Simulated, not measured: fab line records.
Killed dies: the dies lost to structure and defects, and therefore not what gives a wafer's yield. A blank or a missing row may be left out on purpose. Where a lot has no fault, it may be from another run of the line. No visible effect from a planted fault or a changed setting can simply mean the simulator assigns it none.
A lot that was struck, set against a sound lot | flow n5 finfet | 26 out of 1938 route steps
Sound: the wafers L539.1, L539.4, L539.6. Wafers L534.1, L534.4, L534.6 were the ones struck. Last of all comes the cause.
Each step with rows lists, per side, the tool, then ch with its chambers, then its first start. Under that, the readings that differ: sound wafers | struck wafers | difference of the means | sigmas: that difference in standard deviations of wafers without a fault.
alike: words and numbers the same on both sides, and readings whose means are apart by under 2 such deviations; not compared: readings that were withheld, readings missing a value for some wafer, numbers with overlapping values and no deviation given by the record, and bounds like >300 which may hide the same value.
A row with sigmas, a row that says differs or no value, or rows on one side alone: a step with any of these is where the two part. Numbers that have no deviation but don't overlap get no sigmas and don't part them. Lack of a reading on every wafer of one side parts them only where that side has two or more wafers.

first, 3 steps without rows for these wafers: N5_FIN_SAQP_SRD_01 (time 30 s); N5_FIN_SAQP_ALD_61 (deposits SiO2, target thk 4 nm, pulse time 1 s, purge time 2 s); N5_FIN_SAQP_DENSIFY_62 (time 60 s).
N5_FIN_SAQP_HM_DEP_03: deposits SiNx from SiH4/NH3/N2, target thk 38 nm, time 33.6 s.
  sound on pecvd-03 ch 0,1, day 5 05:07; struck on pecvd-04 ch 0,1,2, day 3 23:08
  alike: heater power w, showerhead plenum p Torr, throttle valve pct
N5_FIN_SAQP_THK_MEAS_05:
  sound on film metro-01, day 5 05:13; struck on film metro-02, day 3 23:13
  alike: thk nm
N5_FIN_SAQP_PECVD_47: deposits a-Si from SiH4/He, target thk 45 nm, time 36.3 s.
  sound on pecvd-04 ch 0,1,2, day 5 05:15; struck on pecvd-02 ch 1,2, day 3 23:15
  alike: heater power w, showerhead plenum p Torr, throttle valve pct
N5_FIN_SAQP_PECVD_48: deposits SiNx from SiH4/NH3/N2, target thk 25 nm, time 22.1 s.
  sound on pecvd-04 ch 0,1,2, day 5 05:17; struck on pecvd-02 ch 1,2, day 3 23:19
  alike: heater power w, showerhead plenum p Torr, throttle valve pct
N5_FIN_SAQP_PECVD_06: deposits a-Si from SiH4/He, target thk 60 nm, time 48.1 s.
  sound on pecvd-04 ch 0,1,2, day 5 05:20; struck on pecvd-02 ch 1,2, day 3 23:22
  alike: heater power w, showerhead plenum p Torr, throttle valve pct
N5_FIN_SAQP_THK_MEAS_07:
  sound on film metro-02, day 5 05:25; struck on film metro-02, day 3 23:29
  alike: thk nm
N5_FIN_SAQP_HM_DEP_72: deposits SiO2 from SiH4/N2O, target thk 12 nm, time 7.2 s.
  sound on pecvd-02 ch 0,1,2, day 5 05:27; struck on pecvd-02 ch 1,2, day 3 23:32
  alike: heater power w, showerhead plenum p Torr
then, 2 steps without rows for these wafers: N5_FIN_SAQP_COAT_49 (time 60 s, resist thk 100 nm); N5_FIN_SAQP_COAT_50 (time 60 s, resist thk 35 nm).
N5_FIN_SAQP_COAT_10: resist thk 90 nm.
  sound on litho track-02 ch 0, day 5 05:32; struck on litho track-03 ch 0, day 3 23:38
  reading                                       | sound                | struck               | difference | sigmas
  spin speed rpm (rpm)                          | 1499.9 1500.0 1498.1 | 1587.7 1588.3 1587.0 | +88.3      | +80
  model.CAR-ArF_of_FIN_SAQP_COAT_10.thk nm (nm) | 90.5 90.26 90.09     | 87.64 87.46 87.78    | -2.66      |
then, 5 steps without rows for these wafers: N5_FIN_SAQP_EBR_12; N5_FIN_SAQP_SOFTBAKE_11 (time 60 s); N5_FIN_SAQP_EXPOSE_13 (exposes mask FIN CORE, target cd 35.6 nm); N5_FIN_SAQP_PEB_14 (peb time 60 s); N5_FIN_SAQP_DEVELOP_15 (develop time 30 s).
N5_FIN_SAQP_CD_MEAS_16: target cd 35.6 nm.
  sound on cd sem-02 ch 0, day 5 05:47; struck on cd sem-01 ch 0, day 4 00:00
  alike: cd nm
N5_FIN_SAQP_OVL_MEAS_17:
  sound on overlay-02 ch 0, day 5 05:49; struck on overlay-02 ch 0, day 4 00:02
  alike: FIN_CORE_OVL
N5_FIN_SAQP_INSPECT_18: inspects for defects (brightfield).
  sound on defect inspect-02, day 5 05:50; struck on defect inspect-01, day 4 00:04
  reading          | sound       | struck      | difference | sigmas
  raw defect count | 635 487 515 | 173 257 243 | -321       | -3
then, 1 step without rows for these wafers: N5_FIN_SAQP_DESCUM_21 (chemistry O2, time 7.9 s).
N5_FIN_SAQP_ETCH_51: etches SiARC in CF4, target depth 45.5 nm, time 75.8 s.
  sound on rie diel-06 ch 0,3, day 5 05:55; struck on rie diel-06 ch 0,2,3, day 4 00:08
  reading                                       | sound             | struck            | difference | sigmas
  model.CAR-ArF_of_FIN_SAQP_COAT_10.thk nm (nm) | 51.26 51.19 50.95 | 48.53 48.48 48.71 | -2.56      |
  alike: cf4 flow sccm, drypump motor current A, etch rf on time s, oes product au, rf vpp V, showerhead plenum p Torr, throttle valve pct
  not compared: rf hours counter h
then, 1 step without rows for these wafers: N5_FIN_SAQP_ETCH_52 (etches SOC in N2/H2, target depth 100 nm, overetch 20 nm, time 150 s).
-- the record jumps here: 6 days lie between the struck wafers' starts before and after (it left off in module FIN_SAQP and takes up again in module BEOL_M4, whose first step shown is number 1111 of the route) --
N5_BEOL_M4_RC_MEAS_101:
  sound on prober-01 ch 0, day 11 11:40; struck on prober-02 ch 0, day 9 19:02
  alike: DIBL_N, DIBL_P, IOFF_N, IOFF_P, ION_N, ION_P, SS_N, SS_P, VT_N, VT_P
-- a jump in the record: the struck wafers' starts before and after are 5 days apart (it breaks off in module BEOL_M4 and resumes in module PASSIVATION, where the first step shown is number 1936 of the route) --
N5_PASSIVATION_PROBE_49:
  sound on prober-01, day 15 22:50; struck on prober-02, day 14 07:21
  reading               | sound       | struck      | difference | sigmas
  killed at other       | 12 4 6      | 2 1 1       | -6         | -2
  sort_bin_6_memory (%) | 1.8 2.2 2.1 | 3.2 4.2 4.2 | +1.8       | +3
  alike: defect limited yield, killed_at_M0_to_M3, killed_at_M4_up, killed at contacts, killed at front end, killed dies, killed open, killed short, sort_bin_5_function, sort n pass, sort yield pct

## WHERE THEY PART
First at N5_FIN_SAQP_COAT_10; last, within this record, at N5_PASSIVATION_PROBE_49.

WHY: whatever the simulator had introduced
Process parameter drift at N5_FIN_SAQP_COAT_10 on litho track-03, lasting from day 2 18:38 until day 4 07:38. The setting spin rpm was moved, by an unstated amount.
